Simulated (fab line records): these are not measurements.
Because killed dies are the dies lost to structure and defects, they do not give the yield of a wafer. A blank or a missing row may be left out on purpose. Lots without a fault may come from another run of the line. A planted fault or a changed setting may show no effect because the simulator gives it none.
fab line records	flow nandHarc
[record] lots = 24	wafers = 72	lastDay = 34
route steps=1302 shown A_CHANNEL_HOLE_D1@474 A_DECK1_JOINT@539 A_ONON_D2@567
lots that met no fault: taken from a fault-free run of the same line
startH: hours from the record's opening day to when the first of the lot's shown wafers began	waitH: hours from the lot's prior step to this one	" unchanged from the row above	L1.1+2: several wafers, shown together as one row	- no value, or no start given	* or withheld: withheld	< > ~ a bound
route shown NAME@n: a module of which the file shows steps, and the number in the route of the first	usual: mean and standard deviation over wafers with no fault	same: alike in all rows	chamber/n: place in a boat	sites: per-site readings	_std_site: standard deviation of those values	_edge_site: outer sites' mean less inner sites'	radiusMm: how far each site lies from the wafer's centre	mask NAME#n: copy n	behind: the most recent tool/chamber to have shaped the wafer	hold: reason for holding the lot/hours on hold/outcome of the hold	device: the transistor (n, p or np) that didn't switch	end of line: the same wafers' tests at the end of the route	a step without rows: its recipe alone	killed: at the first sort, the dies lost to defects and structure; wafer yield is something else	map: a wafer's dies, marking killed ones x, the rest . and places with no die _
set.NAME: the setting as run; set.NAME@STEP: as run at that earlier step	model.NAME: the simulator's own value behind a step, which no gauge read
steps of the route over a sample of lots; a table a step, a row a wafer
services: a tool's chamber out of use, with start hour (startH, from the record's first day; less than 0 if before it), hours out, and reason
[[steps]]
[step NHARC_A_CHANNEL_HOLE_D1_ETCH_22]
[recipe] biasV = 3000	sourceW = withheld	pressureMtorr = 20	timeS = 666.7	arFlowSccm = 375	c4f8FlowSccm = 89.3	o2FlowSccm = 35.7	tempC = -20	targetDepthA = 16000	chemistry = C4F8/O2/Ar
[usual] drypumpMotorCurrentA = 6.01/0.1	oesAirLineAu = 1.001/0.021	showerheadPlenumPTorr = 3.69/0.14	throttleValvePct = 32.155/0.0088
lot.wafer	tool	chamber	startH	waitH	drypumpMotorCurrentA	oesAirLineAu	rfHoursCounterH	showerheadPlenumPTorr	throttleValvePct
L074.1	harEtch-02	0	187.33	0.4	6.16	0.991	295	3.77	32.162
L074.3	"	1	"	"	6.06	0.995	-	3.43	32.155
L074.6	"	0	"	"	6.15	1.002	-	3.77	32.160
L075.1	harEtch-01	1	188.07	0.4	5.83	0.978	85	3.73	32.164
L075.2	"	0	"	"	5.97	1.013	85	3.73	32.162
L075.5	"	0	"	"	5.98	1.000	-	3.73	32.160
L076.1	harEtch-01	1	196.20	0.4	5.80	0.974	89	3.73	32.147
L076.3	"	1	"	"	5.87	0.985	-	3.73	32.158
L076.5	"	1	"	"	5.85	1.002	-	3.73	32.139
L077.2	harEtch-02	1	215.60	0.4	6.07	0.976	314	3.42	32.148
L077.3	"	1	"	"	6.05	0.969	-	3.42	32.152
L077.5	"	1	"	"	6.05	0.993	-	3.42	32.156
L078.2	harEtch-02	0	219.67	0.4	6.16	1.001	317	3.75	32.148
L078.3	"	0	"	"	6.14	1.007	-	3.75	32.156
L078.5	"	0	"	"	6.11	0.995	-	3.75	32.151
L079.3	harEtch-01	1	232.51	0.4	5.87	1.003	-	3.72	32.154
L079.5	"	0	"	"	6.00	0.977	-	3.72	32.148
L079.6	"	1	"	"	5.81	1.016	-	3.72	32.147
L081.2	harEtch-02	0	248.42	0.4	6.15	0.992	333	3.75	32.148
L081.1	"	1	"	"	6.05	0.993	333	3.41	32.168
L081.5	"	1	"	"	6.04	1.018	-	3.41	32.159
L080.1	harEtch-01	0	251.08	0.4	5.96	0.994	123	3.71	32.161
L080.4	"	0	"	"	5.97	0.987	-	3.71	32.163
L080.6	"	0	"	"	5.96	1.001	-	3.71	32.148
L082.2	harEtch-02	1	268.13	0.4	6.07	0.977	340	3.41	32.157
L082.3	"	1	"	"	6.06	0.987	-	3.41	32.154
L082.5	"	0	"	"	6.13	0.973	-	3.74	32.153
L083.2	harEtch-02	0	277.63	0.4	6.11	1.021	348	3.74	32.140
L083.1	"	1	"	"	6.03	1.004	348	3.40	32.160
L083.4	"	1	"	"	6.05	1.007	-	3.40	32.158
L084.2	harEtch-02	0	290.53	0.4	6.09	1.009	352	3.74	32.171
L084.5	"	1	"	"	6.04	0.976	-	3.40	32.143
L084.6	"	0	"	"	6.12	0.993	-	3.74	32.166
L085.4	harEtch-01	0	303.93	0.4	5.98	1.001	-	3.70	32.155
L085.3	"	1	"	"	5.84	1.018	-	3.70	32.163
L085.5	"	0	"	"	5.95	0.981	-	3.70	32.153
L086.3	harEtch-02	1	304.28	0.4	6.05	1.029	-	3.39	32.145
L086.6	"	0	"	"	6.10	0.980	-	3.73	32.158
L086.5	"	1	"	"	6.05	1.011	-	3.39	32.161
L088.4	harEtch-02	1	337.10	0.4	6.05	1.011	-	3.93	32.152
L088.6	"	1	"	"	6.05	1.011	-	3.93	32.159
L088.5	"	0	"	"	6.17	0.989	-	3.72	32.155
L087.1	harEtch-01	0	340.49	0.4	5.98	0.975	169	3.69	32.153
L087.3	"	1	"	"	5.86	0.998	-	3.69	32.151
L087.6	"	1	"	"	5.87	0.988	-	3.69	32.141
L090.3	harEtch-01	1	344.78	0.4	5.86	1.031	-	3.69	32.155
L090.5	"	1	"	"	5.92	0.999	-	3.69	32.156
L090.6	"	0	"	"	5.94	1.011	-	3.69	32.161
L089.2	harEtch-02	1	344.93	0.4	6.06	0.948	378	3.93	32.160
L089.4	"	0	"	"	6.11	0.995	-	3.72	32.170
L089.5	"	1	"	"	6.05	0.993	-	3.93	32.156
L091.1	harEtch-02	0	354.02	0.4	6.13	0.984	394	3.71	32.162
L091.2	"	1	"	"	6.06	1.005	386	3.92	32.144
L091.5	"	0	"	"	6.15	0.988	-	3.71	32.165
L092.1	harEtch-02	1	358.74	0.4	6.05	1.022	390	3.92	32.159
L092.3	"	1	"	"	6.06	1.015	-	3.92	32.150
L092.4	"	0	"	"	6.15	1.038	-	3.71	32.167
L093.1	harEtch-01	1	379.93	0.4	5.80	0.956	196	3.67	32.130
L093.2	"	0	"	"	5.97	1.000	196	3.67	32.148
L093.6	"	1	"	"	5.86	0.949	-	3.67	32.162
L094.2	harEtch-01	0	384.09	0.4	5.94	1.013	200	3.67	32.141
L094.4	"	0	"	"	5.94	0.999	-	3.67	32.162
L094.3	"	1	"	"	5.87	1.023	-	3.67	32.145
L095.2	harEtch-02	1	403.36	0.4	6.07	1.000	5	3.91	32.159
L095.1	"	0	"	"	6.13	0.992	5	3.70	32.159
L095.5	"	0	"	"	6.12	0.982	-	3.70	32.155
L096.1	harEtch-01	1	407.27	0.4	5.83	0.980	215	3.66	32.166
L096.4	"	0	"	"	5.95	1.002	-	3.66	32.160
L096.6	"	1	"	"	5.83	1.003	-	3.66	32.165
L097.1	harEtch-02	0	413.81	0.4	6.08	1.000	12	3.70	32.160
L097.3	"	0	"	"	6.10	1.026	-	3.70	32.148
L097.5	"	0	"	"	6.06	1.025	-	3.70	32.149
[step NHARC_A_CHANNEL_HOLE_D1_ETCH_33]
[recipe] biasV = 400	sourceW = 2000	pressureMtorr = 25	timeS = 90	arFlowSccm = 375	c4f8FlowSccm = 41.7	o2FlowSccm = 83.3	tempC = -20	targetDepthA = 4000	chemistry = C4F8/O2/Ar
[usual] biasV = 400/3.6	drypumpMotorCurrentA = 6.02/0.1	oesAirLineAu = 0.996/0.023	showerheadPlenumPTorr = 3.73/0.15	throttleValvePct = 27.619/0.0092
lot.wafer	tool	chamber	startH	waitH	biasV	drypumpMotorCurrentA	oesAirLineAu	rfHoursCounterH	showerheadPlenumPTorr	throttleValvePct
L074.1	harEtch-02	0	190.44	0.2	398	6.15	1.027	298	3.81	27.629
L074.3	"	1	"	"	402	6.07	0.971	-	3.46	27.623
L074.6	"	0	"	"	408	6.11	1.007	-	3.81	27.623
L075.1	harEtch-01	1	191.19	0.2	402	5.83	1.034	88	3.77	27.629
L075.2	"	0	"	"	398	5.96	1.015	88	3.77	27.611
L075.5	"	0	"	"	398	5.97	1.040	-	3.77	27.626
L076.1	harEtch-01	1	199.23	0.2	409	5.90	0.993	92	3.77	27.617
L076.3	"	1	"	"	408	5.90	0.980	-	3.77	27.595
L076.5	"	1	"	"	402	5.91	1.005	-	3.77	27.625
L077.2	harEtch-02	1	218.65	0.2	396	6.07	1.007	317	3.45	27.621
L077.3	"	1	"	"	403	6.07	0.938	-	3.45	27.620
L077.5	"	1	"	"	401	6.06	1.002	-	3.45	27.623
L078.2	harEtch-02	0	222.78	0.2	399	6.15	0.994	320	3.79	27.604
L078.3	"	0	"	"	400	6.08	1.032	-	3.79	27.615
L078.5	"	0	"	"	405	6.11	1.034	-	3.79	27.623
L079.3	harEtch-01	1	235.43	0.2	400	5.83	1.011	-	3.76	27.606
L079.5	"	0	"	"	393	5.97	1.007	-	3.76	27.632
L079.6	"	1	"	"	397	5.81	0.983	-	3.76	27.638
L081.2	harEtch-02	0	251.53	0.2	398	6.11	1.015	336	3.79	27.602
L081.1	"	1	"	"	394	6.05	1.016	336	3.44	27.608
L081.5	"	1	"	"	396	6.04	0.981	-	3.44	27.614
L080.1	harEtch-01	0	254.19	0.2	403	6.01	1.014	126	3.75	27.629
L080.4	"	0	"	"	405	5.98	1.006	-	3.75	27.622
L080.6	"	0	"	"	403	5.98	0.987	-	3.75	27.621
L082.2	harEtch-02	1	271.17	0.2	403	6.06	1.022	343	3.43	27.620
L082.3	"	1	"	"	395	6.06	0.987	-	3.43	27.618
L082.5	"	0	"	"	397	6.10	0.978	-	3.78	27.617
L083.2	harEtch-02	0	280.73	0.2	398	6.14	0.961	351	3.78	27.617
L083.1	"	1	"	"	399	6.04	1.035	351	3.43	27.628
L083.4	"	1	"	"	396	6.04	1.028	-	3.43	27.621
L084.2	harEtch-02	0	293.56	0.2	404	6.13	1.000	355	3.78	27.625
L084.5	"	1	"	"	392	6.05	1.015	-	3.43	27.620
L084.6	"	0	"	"	404	6.13	0.984	-	3.78	27.614
L085.4	harEtch-01	0	306.93	0.2	401	5.96	0.964	-	3.74	27.611
L085.3	"	1	"	"	400	5.87	1.005	-	3.74	27.613
L085.5	"	0	"	"	401	5.94	0.972	-	3.74	27.620
L086.3	harEtch-02	1	307.21	0.2	398	6.06	0.981	-	3.42	27.636
L086.6	"	0	"	"	404	6.15	0.999	-	3.77	27.623
L086.5	"	1	"	"	397	6.06	0.986	-	3.42	27.615
L088.4	harEtch-02	1	340.07	0.2	407	6.05	1.024	-	3.98	27.622
L088.6	"	1	"	"	399	6.05	0.994	-	3.98	27.619
L088.5	"	0	"	"	406	6.12	0.990	-	3.76	27.630
L087.1	harEtch-01	0	343.56	0.2	403	5.98	0.994	172	3.73	27.628
L087.3	"	1	"	"	400	5.82	0.955	-	3.73	27.630
L087.6	"	1	"	"	405	5.84	1.013	-	3.73	27.609
L090.3	harEtch-01	1	347.75	0.2	403	5.83	1.000	-	3.72	27.631
L090.5	"	1	"	"	398	5.86	1.009	-	3.72	27.627
L090.6	"	0	"	"	398	5.96	0.979	-	3.72	27.619
L089.2	harEtch-02	1	348.04	0.2	401	6.04	0.996	381	3.97	27.615
L089.4	"	0	"	"	396	6.14	0.992	-	3.76	27.606
L089.5	"	1	"	"	400	6.06	1.006	-	3.97	27.611
L091.1	harEtch-02	0	357.14	0.2	401	6.08	0.971	397	3.75	27.640
L091.2	"	1	"	"	403	6.05	1.003	389	3.97	27.610
L091.5	"	0	"	"	407	6.10	1.031	-	3.75	27.610
L092.1	harEtch-02	1	361.84	0.2	403	6.06	0.993	393	3.97	27.629
L092.3	"	1	"	"	406	6.06	1.003	-	3.97	27.618
L092.4	"	0	"	"	400	6.13	0.977	-	3.75	27.616
L093.1	harEtch-01	1	383.04	0.2	399	5.85	0.994	199	3.71	27.609
L093.2	"	0	"	"	402	5.96	1.054	199	3.71	27.608
L093.6	"	1	"	"	395	5.86	1.010	-	3.71	27.623
L094.2	harEtch-01	0	387.19	0.2	401	5.95	1.017	203	3.71	27.616
L094.4	"	0	"	"	397	5.99	1.017	-	3.71	27.629
L094.3	"	1	"	"	399	5.80	1.023	-	3.71	27.616
L095.2	harEtch-02	1	406.48	0.2	408	6.04	0.985	8	3.96	27.599
L095.1	"	0	"	"	404	6.14	0.985	8	3.74	27.623
L095.5	"	0	"	"	403	6.11	0.988	-	3.74	27.631
L096.1	harEtch-01	1	410.40	0.2	401	5.89	0.964	218	3.70	27.629
L096.4	"	0	"	"	398	5.99	0.980	-	3.70	27.614
L096.6	"	1	"	"	406	5.89	0.972	-	3.70	27.629
L097.1	harEtch-02	0	416.84	0.2	396	6.10	1.022	15	3.74	27.624
L097.3	"	0	"	"	400	6.10	0.971	-	3.74	27.615
L097.5	"	0	"	"	400	6.10	0.998	-	3.74	27.634
[step NHARC_A_CHANNEL_HOLE_D1_XSEM_31]
[recipe] landingEnergyEv = 35000
[usual] botCdNm = 74.0/1.7	bowNm = 8.6/0.34	tiltDeg = 0.06/0.037
lot.wafer	tool	chamber	startH	waitH	botCdNm	bowNm	tiltDeg
L074.1	xsem-01	0	192.08	0.1	71.4	8.4	0.06
L074.3	"	0	"	"	73.5	8.4	0.06
L074.6	"	0	"	"	70.5	8.3	0.06
L075.1	xsem-02	0	192.83	0.1	73.2	8.8	0.05
L075.2	"	0	"	"	71.8	8.7	0.05
L075.5	"	0	"	"	72.4	8.8	0.05
L076.1	xsem-01	0	200.83	0.1	72.6	8.5	0.10
L076.3	"	0	"	"	73.6	8.5	0.10
L076.5	"	0	"	"	72.7	8.6	0.10
L077.2	xsem-01	0	220.28	0.1	75.1	8.2	0.00
L077.3	"	0	"	"	75.0	8.2	0.00
L077.5	"	0	"	"	73.9	8.2	0.00
L078.2	xsem-01	0	224.42	0.1	72.3	9.1	0.02
L078.3	"	0	"	"	74.3	9.1	0.02
L078.5	"	0	"	"	74.3	9.1	0.02
L079.3	xsem-02	0	237.24	0.1	74.5	8.5	0.09
L079.5	"	0	"	"	76.2	8.7	0.09
L079.6	"	0	"	"	72.5	8.6	0.09
L081.1	xsem-02	0	253.32	0.1	72.2	8.7	0.02
L081.2	"	0	"	"	78.2	8.7	0.02
L081.5	"	0	"	"	77.4	8.7	0.02
L080.1	xsem-01	0	255.81	0.1	73.8	8.3	0.12
L080.4	"	0	"	"	72.6	8.3	0.12
L080.6	"	0	"	"	72.0	8.2	0.12
L082.2	xsem-01	0	272.77	0.1	76.4	9.0	0.08
L082.3	"	0	"	"	72.3	9.0	0.08
L082.5	"	0	"	"	73.5	8.9	0.08
L083.1	xsem-02	0	282.37	0.1	75.8	8.7	0.09
L083.2	"	0	"	"	75.5	8.6	0.09
L083.4	"	0	"	"	71.7	8.6	0.09
L084.2	xsem-01	0	295.16	0.1	73.8	8.7	0.09
L084.5	"	0	"	"	75.4	8.7	0.09
L084.6	"	0	"	"	73.2	8.7	0.09
L085.3	xsem-01	0	308.52	0.1	72.8	8.6	0.08
L085.4	"	0	"	"	74.3	8.6	0.08
L085.5	"	0	"	"	76.5	8.7	0.08
L086.3	xsem-02	0	308.76	0.1	72.5	8.3	-0.03
L086.5	"	0	"	"	73.9	8.3	-0.03
L086.6	"	0	"	"	74.5	8.3	-0.03
L088.4	xsem-02	0	341.65	0.1	74.0	8.3	0.04
L088.5	"	0	"	"	73.9	8.4	0.04
L088.6	"	0	"	"	73.5	8.3	0.04
L087.1	xsem-01	0	345.16	0.1	73.9	8.4	0.02
L087.3	"	0	"	"	73.0	8.5	0.02
L087.6	"	0	"	"	72.9	8.5	0.02
L090.3	xsem-02	0	349.34	0.1	72.5	8.6	0.06
L090.5	"	0	"	"	73.2	8.6	0.06
L090.6	"	0	"	"	73.7	8.6	0.06
L089.2	xsem-01	0	349.67	0.1	74.7	8.5	0.04
L089.4	"	0	"	"	73.1	8.5	0.04
L089.5	"	0	"	"	74.4	8.5	0.04
L091.1	xsem-01	0	358.77	0.1	68.7	8.7	0.03
L091.2	"	0	"	"	71.6	8.7	0.03
L091.5	"	0	"	"	69.4	8.8	0.03
L092.1	xsem-02	0	363.47	0.1	74.8	7.9	0.09
L092.3	"	0	"	"	71.4	7.9	0.09
L092.4	"	0	"	"	74.4	7.9	0.09
L093.1	xsem-02	0	384.68	0.1	73.6	9.2	0.10
L093.2	"	0	"	"	74.7	9.2	0.10
L093.6	"	0	"	"	75.7	9.2	0.10
L094.2	xsem-01	0	388.98	0.1	77.4	8.5	0.05
L094.3	"	0	"	"	71.6	8.4	0.04
L094.4	"	0	"	"	75.1	8.4	0.05
L095.1	xsem-02	0	408.11	0.1	79.2	8.5	0.09
L095.2	"	0	"	"	74.1	8.5	0.09
L095.5	"	0	"	"	73.7	8.4	0.09
L096.1	xsem-01	0	412.03	0.1	73.2	9.3	0.01
L096.4	"	0	"	"	74.2	9.3	0.01
L096.6	"	0	"	"	74.3	9.3	0.01
L097.1	xsem-02	0	418.43	0.1	72.2	8.2	0.04
L097.3	"	0	"	"	78.0	8.3	0.04
L097.5	"	0	"	"	73.4	8.3	0.05
[step NHARC_A_DECK1_JOINT_CMP_02]
[recipe] material = SiOx
[usual] motorCurrentA = 11.4/1.1
lot.wafer	tool	chamber	startH	waitH	motorCurrentA
L075.2	cmp-03	1	273.15	0.4	11.5
L075.1	"	0	"	"	13.2
L075.5	"	2	"	"	11.5
L074.3	cmp-01	2	273.22	0.4	9.8
L074.1	"	3	"	"	11.3
L074.6	"	0	"	"	11.7
L076.1	cmp-02	0	289.70	0.4	9.7
L076.3	"	1	"	"	10.6
L076.5	"	3	"	"	11.2
L077.2	cmp-02	1	308.86	0.4	10.6
L077.3	"	3	"	"	11.2
L077.5	"	1	"	"	9.9
L078.2	cmp-03	2	308.89	0.4	11.1
L078.3	"	0	"	"	12.7
L078.5	"	2	"	"	10.9
L079.3	cmp-02	3	329.10	0.4	11.0
L079.6	"	3	"	"	11.7
L079.5	"	0	"	"	9.9
L080.1	cmp-02	0	341.87	0.4	9.4
L080.4	"	3	"	"	11.0
L080.6	"	0	"	"	9.3
L081.1	cmp-01	1	341.87	0.4	11.2
L081.2	"	2	"	"	9.6
L081.5	"	2	"	"	10.0
L082.3	cmp-03	0	354.16	0.4	11.9
L082.2	"	2	"	"	12.0
L082.5	"	0	"	"	12.4
L083.1	cmp-02	0	364.55	0.4	9.7
L083.2	"	2	"	"	12.5
L083.4	"	3	"	"	11.1
L084.2	cmp-01	2	379.89	0.4	9.5
L084.6	"	3	"	"	10.9
L084.5	"	0	"	"	12.1
L086.3	cmp-01	3	397.16	0.4	11.4
L086.5	"	2	"	"	10.0
L086.6	"	3	"	"	11.0
L085.3	cmp-03	3	397.18	0.4	12.8
L085.4	"	0	"	"	13.2
L085.5	"	1	"	"	11.7
L088.4	cmp-01	1	423.27	0.4	11.3
L088.6	"	1	"	"	11.0
L088.5	"	2	"	"	9.8
L089.2	cmp-03	0	431.57	0.4	12.4
L089.4	"	1	"	"	11.9
L089.5	"	0	"	"	12.7
L087.1	cmp-01	3	431.62	0.4	11.1
L087.3	"	0	"	"	12.3
L087.6	"	1	"	"	11.2
L090.3	cmp-03	2	431.80	0.6	11.2
L090.6	"	3	"	"	12.8
L090.5	"	0	"	"	13.3
L092.1	cmp-01	3	444.46	0.4	10.6
L092.3	"	1	"	"	11.6
L092.4	"	2	"	"	9.5
L091.2	cmp-03	3	444.46	0.4	13.8
L091.1	"	0	"	"	12.9
L091.5	"	3	"	"	12.7
L093.1	cmp-03	1	474.54	0.4	11.5
L093.2	"	2	"	"	11.2
L093.6	"	2	"	"	11.7
L094.2	cmp-01	2	474.57	0.4	9.8
L094.4	"	3	"	"	11.2
L094.3	"	0	"	"	11.3
L095.1	cmp-02	2	494.01	0.4	12.9
L095.2	"	3	"	"	11.0
L095.5	"	3	"	"	11.7
L096.1	cmp-01	3	494.01	0.4	11.0
L096.4	"	2	"	"	9.8
L096.6	"	3	"	"	11.1
L097.1	cmp-01	3	501.67	0.4	10.7
L097.3	"	2	"	"	9.7
L097.5	"	0	"	"	11.7
[step NHARC_A_DECK1_JOINT_INSPECT_05]
[usual] rawDefectCount = 339/140
lot.wafer	tool	chamber	startH	waitH	rawDefectCount
L075.1	defectInspect-02	-	273.85	0.0	320
L075.2	"	-	"	"	284
L075.5	"	-	"	"	273
L074.1	defectInspect-01	-	273.97	0.0	353
L074.3	"	-	"	"	275
L074.6	"	-	"	"	354
L076.1	defectInspect-01	-	290.40	0.0	604
L076.3	"	-	"	"	435
L076.5	"	-	"	"	473
L077.2	defectInspect-02	-	309.57	0.0	203
L077.3	"	-	"	"	330
L077.5	"	-	"	"	277
L078.2	defectInspect-01	-	309.57	0.0	426
L078.3	"	-	"	"	467
L078.5	"	-	"	"	387
L079.3	defectInspect-02	-	329.81	0.0	180
L079.5	"	-	"	"	267
L079.6	"	-	"	"	155
L080.1	defectInspect-01	-	342.57	0.0	210
L080.4	"	-	"	"	245
L080.6	"	-	"	"	356
L081.1	defectInspect-02	-	342.60	0.0	390
L081.2	"	-	"	"	354
L081.5	"	-	"	"	267
L082.2	defectInspect-01	-	354.87	0.0	216
L082.3	"	-	"	"	223
L082.5	"	-	"	"	311
L083.1	defectInspect-02	-	365.26	0.0	460
L083.2	"	-	"	"	351
L083.4	"	-	"	"	434
L084.2	defectInspect-02	-	380.52	0.0	366
L084.5	"	-	"	"	619
L084.6	"	-	"	"	383
L086.3	defectInspect-01	-	397.84	0.0	578
L086.5	"	-	"	"	730
L086.6	"	-	"	"	756
L085.3	defectInspect-02	-	397.87	0.0	304
L085.4	"	-	"	"	323
L085.5	"	-	"	"	349
L088.4	defectInspect-02	-	423.98	0.0	306
L088.5	"	-	"	"	248
L088.6	"	-	"	"	298
L087.1	defectInspect-01	-	432.27	0.0	233
L087.3	"	-	"	"	255
L087.6	"	-	"	"	213
L089.2	defectInspect-02	-	432.28	0.0	321
L089.4	"	-	"	"	332
L089.5	"	-	"	"	283
L090.3	defectInspect-01	-	432.45	0.0	276
L090.5	"	-	"	"	432
L090.6	"	-	"	"	419
L091.1	defectInspect-02	-	445.16	0.0	326
L091.2	"	-	"	"	454
L091.5	"	-	"	"	210
L092.1	defectInspect-02	-	445.25	0.0	478
L092.3	"	-	"	"	356
L092.4	"	-	"	"	654
L094.2	defectInspect-01	-	475.24	0.0	250
L094.3	"	-	"	"	212
L094.4	"	-	"	"	292
L093.1	defectInspect-02	-	475.25	0.0	199
L093.2	"	-	"	"	198
L093.6	"	-	"	"	358
L095.1	defectInspect-02	-	494.71	0.0	471
L095.2	"	-	"	"	310
L095.5	"	-	"	"	301
L096.1	defectInspect-01	-	494.71	0.0	281
L096.4	"	-	"	"	548
L096.6	"	-	"	"	430
L097.1	defectInspect-01	-	502.38	0.0	210
L097.3	"	-	"	"	170
L097.5	"	-	"	"	95
[step NHARC_A_ONON_D2_THK_MEAS_34]
[recipe] thkMeasGauge = ellipsometry
[usual] thkNm = 200/3.6
lot.wafer	tool	chamber	startH	waitH	thkNm
L075.1	filmMetro-01	-	290.52	-	198
L075.2	"	-	"	"	202
L075.5	"	-	"	"	204
L074.1	filmMetro-02	-	290.56	-	202
L074.3	"	-	"	"	199
L074.6	"	-	"	"	203
L076.1	filmMetro-02	-	304.03	-	204
L076.3	"	-	"	"	204
L076.5	"	-	"	"	207
L077.2	filmMetro-01	-	323.41	-	202
L077.3	"	-	"	"	200
L077.5	"	-	"	"	204
L078.2	filmMetro-02	-	323.42	-	203
L078.3	"	-	"	"	202
L078.5	"	-	"	"	203
L079.3	filmMetro-02	-	343.05	-	197
L079.5	"	-	"	"	199
L079.6	"	-	"	"	200
L081.1	filmMetro-02	-	356.84	-	197
L081.2	"	-	"	"	197
L081.5	"	-	"	"	203
L080.1	filmMetro-01	-	356.85	-	201
L080.4	"	-	"	"	198
L080.6	"	-	"	"	201
L082.2	filmMetro-01	-	368.27	-	200
L082.3	"	-	"	"	199
L082.5	"	-	"	"	202
L083.1	filmMetro-01	-	381.03	-	193
L083.2	"	-	"	"	196
L083.4	"	-	"	"	197
L084.2	filmMetro-01	-	394.11	-	203
L084.5	"	-	"	"	209
L084.6	"	-	"	"	207
L085.3	filmMetro-01	-	411.14	-	195
L085.4	"	-	"	"	198
L085.5	"	-	"	"	204
L086.3	filmMetro-01	-	411.33	-	201
L086.5	"	-	"	"	205
L086.6	"	-	"	"	201
L088.4	filmMetro-02	-	438.50	0.3	198
L088.5	"	-	"	"	198
L088.6	"	-	"	"	200
L087.1	filmMetro-01	-	445.56	-	199
L087.3	"	-	"	"	197
L087.6	"	-	"	"	198
L090.3	filmMetro-01	-	445.74	-	201
L090.5	"	-	"	"	199
L090.6	"	-	"	"	203
L089.2	filmMetro-01	-	445.92	-	202
L089.4	"	-	"	"	206
L089.5	"	-	"	"	206
L091.1	filmMetro-01	-	458.14	-	196
L091.2	"	-	"	"	197
L091.5	"	-	"	"	201
L092.1	filmMetro-02	-	458.22	-	197
L092.3	"	-	"	"	200
L092.4	"	-	"	"	199
L094.2	filmMetro-02	-	488.17	-	200
L094.3	"	-	"	"	200
L094.4	"	-	"	"	204
L093.1	filmMetro-01	-	488.18	-	198
L093.2	"	-	"	"	200
L093.6	"	-	"	"	204
L095.1	filmMetro-02	-	508.00	-	200
L095.2	"	-	"	"	202
L095.5	"	-	"	"	204
L096.1	filmMetro-02	-	508.33	-	201
L096.4	"	-	"	"	203
L096.6	"	-	"	"	201
L097.1	filmMetro-02	-	515.29	-	198
L097.3	"	-	"	"	197
L097.5	"	-	"	"	197
[[services]]
tool	chamber	startH	hours	kind
cmp-02	-	171.64	1.3	repair
cmp-03	-	183.57	4.0	pm
cmp-01	-	185.64	4.0	pm
cmp-02	-	221.09	0.4	repair
cmp-01	-	231.66	2.8	repair
cmp-01	-	237.40	0.9	repair
cmp-03	-	254.41	8.3	repair
cmp-03	-	281.57	4.0	pm
cmp-01	-	282.57	1.7	repair
cmp-01	-	284.29	4.0	pm
cmp-01	-	294.95	2.8	repair
cmp-03	-	332.20	11.1	repair
cmp-01	-	360.71	4.5	repair
xsem-01	-	374.00	14.0	pm
cmp-01	-	374.65	2.3	repair
harEtch-02	-	377.15	17.0	pm
cmp-03	-	379.57	4.0	pm
cmp-01	-	382.29	4.0	pm
cmp-01	-	388.88	2.0	repair
cmp-03	-	458.32	0.9	repair
xsem-02	-	469.81	1.3	repair
cmp-03	-	477.57	4.0	pm
cmp-01	-	480.29	4.0	pm
cmp-03	-	491.42	1.2	repair
[[key]]
fault none
